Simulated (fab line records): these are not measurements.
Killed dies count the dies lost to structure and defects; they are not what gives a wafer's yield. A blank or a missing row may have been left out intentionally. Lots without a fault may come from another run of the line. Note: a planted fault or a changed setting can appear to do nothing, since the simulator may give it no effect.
Problem report in the 8D (eight disciplines) form, filled by code	flow n5_finfet	the parts of the form that need people (team, actions taken, sign-off) are left out

## 1. WHAT IS WRONG
At N5_BEOL_M15_COAT_58, spin_speed_rpm averages 2008.3 rpm over 7 wafers from 3 lots, while fault-free wafers read 1500.1 rpm, standard deviation 1. So: +99 or more standard deviations from the usual mean.
The step: time 60 s, resist thk 89 nm.
First observed at day 16 07:28: wafer L130.3, on litho_track-03. Wafers with a number at this step in the record: 13, from 5 lots. Rule for "out" (also "out of limits"): further than 4 standard deviations from the usual mean. The rest of the wafers with a number are treated as sound.

## 2. WHAT IT IS; WHAT IT IS NOT
question	is	is not
which readings at this step	spin_speed_rpm	chill_plate_temp_C, dispense_pressure_kPa, resist_line_temp_C
which lots	L128, L130, L131	L120, L133
which wafers of those lots	all that have a number	-
read on which tools	litho_track-03	litho_track-04
when	from day 16 07:28	up to then (3 sound wafers); but 3 sound wafers of L133 came after

## 3. THE SUSPECTS, EACH WITH WHAT RULES IT OUT
Counting: a tool at any process step up to the reading remains a suspect when it ran all the lots that are out and ran no sound lot after the first of those.
- litho_track-03 at N5_BEOL_M15_COAT_58 (time 60 s, resist thk 89 nm): kept. It processed each lot that is out, first L130 at day 16 07:28, and no sound lot thereafter; up to then, the last sound lot it processed was L120 at day 13 00:49. Its own spin_speed_rpm readings are out on those wafers.
After counting, what remains is litho_track-03 at N5_BEOL_M15_COAT_58.

## 4. THE CAUSE (what the simulator had put in)
Drift in process parameters on litho_track-03 at N5_BEOL_M15_COAT_58, starting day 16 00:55. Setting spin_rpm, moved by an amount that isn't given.
Only this tool survived the counting.

## 5. THE CHAIN OF EFFECTS, in route order
Each row: a reading whose mean over the struck wafers that have a number lies more than 3 standard deviations from the usual. Only readings for which the record gives a usual standard deviation are gone through. hours: the time from each lot's start at the first step in this table that gives one to its start at this step, as a median over the lots. sigmas: the change in usual standard deviations.
hours	step	reading	usual	on struck wafers	change	sigmas
0	N5_BEOL_M15_COAT_58	spin_speed_rpm	1500.1 rpm	2008.3	+508.2	+99 or more
It contains these process steps:
- N5_BEOL_M15_COAT_58: time 60 s, resist thk 89 nm.

## 6. HOW IT WOULD HAVE BEEN CAUGHT EARLIER
7 hours passed between the start of the fault at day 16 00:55 and the first reading out of limits in this record, taken at day 16 07:28.
